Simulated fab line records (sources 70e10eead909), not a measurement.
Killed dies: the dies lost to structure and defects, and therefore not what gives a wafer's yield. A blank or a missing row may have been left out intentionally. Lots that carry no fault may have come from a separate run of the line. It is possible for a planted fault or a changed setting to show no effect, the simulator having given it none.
Struck lot and sound lot, side by side	flow nand_harc	34 steps out of a route of 1302
Sound: these wafers, L322.2, L322.3, L322.6. Wafers struck: L313.1, L313.4, L313.5. The cause comes at the end.
Order at every step that has rows: each side's tool, ch and its chambers, its first start. Under that, the readings that differ: sound wafers	struck wafers	difference of the means	sigmas: that difference in standard deviations of wafers without a fault.
alike: words and numbers the same on both sides, and readings whose means are apart by under 2 such deviations; not compared: readings that were withheld, readings missing a value for some wafer, numbers with overlapping values and no deviation given by the record, and bounds like >300 which may hide the same value.
Wherever a step has rows on one side only, a row that says differs or no value, or a row with sigmas, the two part there. Numbers that have no deviation but don't overlap get no sigmas and don't part them. A reading missing from all wafers of one side parts the sides only when that side holds two or more wafers.

first, 5 steps without rows for these wafers: NHARC_A_ONON_D1_DEP_22 (target thk 1000 nm); NHARC_A_ONON_D1_DEP_25 (target thk 1000 nm); NHARC_A_ONON_D1_DEP_28 (target thk 1000 nm); NHARC_A_ONON_D1_DEP_33 (deposits SiO2, target thk 200 nm); NHARC_A_CHANNEL_HOLE_D1_DEP_00 (deposits aC, target thk 3100 nm).
NHARC_A_CHANNEL_HOLE_D1_DEP_01: deposits SiON, target thk 140 nm.
  sound on pecvd-04 ch 0,2, day 17 03:39; struck on pecvd-01 ch 0,2, day 13 12:41
  alike: heater_power_w
then, 10 steps without rows for these wafers: NHARC_A_CHANNEL_HOLE_D1_DEHYDRATE_02 (time 120 s); NHARC_A_CHANNEL_HOLE_D1_HMDS_03 (time 30 s); NHARC_A_CHANNEL_HOLE_D1_COAT_36 (time 75 s); NHARC_A_CHANNEL_HOLE_D1_COAT_37 (time 65 s); NHARC_A_CHANNEL_HOLE_D1_COAT_04 (resist thk 90 nm); NHARC_A_CHANNEL_HOLE_D1_SOFTBAKE_05 (time 55 s); NHARC_A_CHANNEL_HOLE_D1_EBR_06; NHARC_A_CHANNEL_HOLE_D1_EXPOSE_07 (exposes mask HOLE D1, target cd 100 nm); NHARC_A_CHANNEL_HOLE_D1_PEB_08 (peb time 65 s); NHARC_A_CHANNEL_HOLE_D1_DEVELOP_09 (develop time 35 s).
NHARC_A_CHANNEL_HOLE_D1_INSPECT_12:
  sound on defect_inspect-02, day 17 04:22; struck on defect_inspect-02, day 13 13:31
reading	sound	struck	difference	sigmas
raw_defect_count	7 6 4	942 889 907	+907	+99 or more
then, 15 steps without rows for these wafers: NHARC_A_CHANNEL_HOLE_D1_DESCUM_15 (chemistry O2, time 3 s); NHARC_A_CHANNEL_HOLE_D1_ETCH_38 (etches the open film in CF4, target depth 39 nm, time 65 s); NHARC_A_CHANNEL_HOLE_D1_ETCH_39 (etches the open film in N2/H2, target depth 260 nm, time 325 s); NHARC_A_CHANNEL_HOLE_D1_ETCH_34 (etches the open film in CF4/CHF3, target depth 154 nm, time 77 s); NHARC_A_CHANNEL_HOLE_D1_ETCH_16 (etches the open film in O2/COS, target depth 3100 nm, time 806 s); NHARC_A_CHANNEL_HOLE_D1_ETCH_19 (etches the open film in C4F8/O2/Ar, time 34.5 s); NHARC_A_CHANNEL_HOLE_D1_ETCH_20 (etches the open film in C4F8/O2/Ar, time 361.9 s, target depth 1600 nm); NHARC_A_CHANNEL_HOLE_D1_ETCH_21 (etches the open film in C4F8/O2/Ar, time 514.3 s, target depth 1600 nm); NHARC_A_CHANNEL_HOLE_D1_ETCH_22 (etches the open film in C4F8/O2/Ar, time 666.7 s, target depth 1600 nm); NHARC_A_CHANNEL_HOLE_D1_ETCH_23 (etches the open film in C4F8/O2/Ar, time 819 s, target depth 1600 nm); NHARC_A_CHANNEL_HOLE_D1_ETCH_24 (etches the open film in C4F8/O2/Ar, time 906.2 s, target depth 1500 nm); NHARC_A_CHANNEL_HOLE_D1_ETCH_25 (etches the open film in C4F8/O2/Ar, time 1040.2 s, target depth 1500 nm); NHARC_A_CHANNEL_HOLE_D1_ETCH_26 (etches the open film in C4F8/O2/Ar, time 224.1 s, target depth 300 nm); NHARC_A_CHANNEL_HOLE_D1_ETCH_33 (etches the open film in C4F8/O2/Ar, time 90 s, target depth 400 nm); NHARC_A_CHANNEL_HOLE_D1_STRIP_41 (strips in N2/H2).
NHARC_A_CHANNEL_HOLE_D1_INSPECT_40:
  sound on defect_inspect-02, day 17 16:27; struck on defect_inspect-02, day 13 22:39
reading	sound	struck	difference	sigmas
raw_defect_count	81 92 92	1006 998 996	+912	+36
-- break in the record here, with 16 days between the starts of the struck wafers on either side (left off in module A_CHANNEL_HOLE_D1, picked up again in module END, where the first step shown is number 1302 on the route) --
NHARC_END_SORT_01:
  here the record holds rows for the struck wafers (prober-01 ch 0, day 29 18:07) but none for the sound ones

== WHERE THEY PART ==
First at NHARC_A_CHANNEL_HOLE_D1_INSPECT_12; last, within this record, at NHARC_END_SORT_01.

WHY: whatever the simulator had introduced
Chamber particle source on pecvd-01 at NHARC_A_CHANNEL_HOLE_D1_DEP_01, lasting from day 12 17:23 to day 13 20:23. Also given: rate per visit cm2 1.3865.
